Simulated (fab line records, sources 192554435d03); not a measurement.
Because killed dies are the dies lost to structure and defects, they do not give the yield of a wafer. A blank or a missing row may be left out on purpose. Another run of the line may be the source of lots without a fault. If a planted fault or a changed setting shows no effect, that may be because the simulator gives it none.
Split-lot study	flow n5 finfet	7 lots, 21 wafers read, on a route of 1938 steps

== THE SPLIT ITSELF ==
At N5_DUMMY_GATE_COAT_28 (time 60 s, resist thk 10 nm), the setting spin rpm was moved away from the recipe's 1500 rpm on 7 of the 21 wafers read, by -7.3% to +8.3%. This setting was run at the recipe's value on the other wafers.

Reading taken at the split's own step.

== THE READING ==
underlayer_of_DUMMY_GATE_COAT_28.thk nm (the simulator's own value, which no gauge read), in nm, at N5_DUMMY_GATE_COAT_28 (time 60 s, resist thk 10 nm). The file does not state a usual value for it.

wafer	tool, chamber at the split	spin rpm as run, rpm	against the recipe	underlayer_of_DUMMY_GATE_COAT_28.thk nm, nm	against lot-mates on the recipe
L074.2	litho track-03, 0	1500	recipe	10	-
L074.3	litho track-03, 0	1500	recipe	10	-
L074.4	litho track-03, 0	1500	recipe	10	-
L076.1	litho track-01, 0	1391	-7.3%	10.4	+0.4
L076.4	litho track-01, 0	1391	-7.3%	10.4	+0.4
L076.2	litho track-01, 0	1500	recipe	10	-
L081.1	litho track-01, 0	1500	recipe	10	-
L081.2	litho track-01, 0	1500	recipe	10	-
L081.4	litho track-01, 0	1500	recipe	10	-
L083.3	litho track-01, 0	1500	recipe	10	-
L083.4	litho track-01, 0	1625	+8.3%	9.6	-0.4
L083.6	litho track-01, 0	1625	+8.3%	9.6	-0.4
L086.2	litho track-03, 0	1500	recipe	10	-
L086.4	litho track-03, 0	1500	recipe	10	-
L086.5	litho track-03, 0	1500	recipe	10	-
L088.1	litho track-01, 0	1500	recipe	10	-
L088.4	litho track-01, 0	1500	recipe	10	-
L088.3	litho track-01, 0	1594	+6.3%	9.8	-0.2
L090.2	litho track-03, 0	1500	recipe	10	-
L090.3	litho track-03, 0	1576	+5.1%	9.8	-0.2
L090.5	litho track-03, 0	1576	+5.1%	9.8	-0.2

FIT RESULTS
A straight line over all 21 wafers: underlayer_of_DUMMY_GATE_COAT_28.thk nm changes by -0.0478 nm for each +1% of spin rpm; r = -0.99; the points scatter about the line by 0.028 nm.
The same after taking each lot's own level away (the mean of its wafers on the recipe; 21 wafers): -0.0478 nm for each +1%; r = -0.99; scatter 0.028 nm.
That fit puts the effect of the largest move of spin rpm on the reading at 0.4 nm.
The lots' own levels span 10.00 to 10.00 nm.
The two slopes are in agreement: the lot-to-lot level therefore moves the slope only a little.
Check: -0.38 nm against its lot-mates is what the line predicts for one of the wafers moved furthest among these (+8.3%) when that wafer is left out of the fit. Against them it came out at -0.4 nm.

== OTHER SPLITS ON THESE WAFERS ==
Before the reading, these wafers also passed through other splits. Each is held against what the fit with the lots' levels taken away leaves over:
other split on the same wafers	wafers away from the commonest value	r with underlayer_of_DUMMY_GATE_COAT_28.thk nm (lot level and that fit taken away)
N5_ZERO_LAYER_EXPOSE_08 dose mj	3	-0.36
N5_ZERO_LAYER_ETCH_18 icp w	8	+0.17
N5_WELL_APT_EXPOSE_22 dose mj	10	+0.34
N5_WELL_APT_PEB_23 peb time s	11	-0.20
N5_FIN_SAQP_MANDREL_ETCH_22 icp w	7	+0.29
N5_FIN_SAQP_ETCH_65 time s	8	-0.22
N5_FIN_SAQP_FIN_ETCH_36 icp w	6	+0.35

== FILE'S OWN FIT ==
underlayer_of_DUMMY_GATE_COAT_28.thk nm changes by -0.0454 nm for each +1% of spin rpm, r = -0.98.
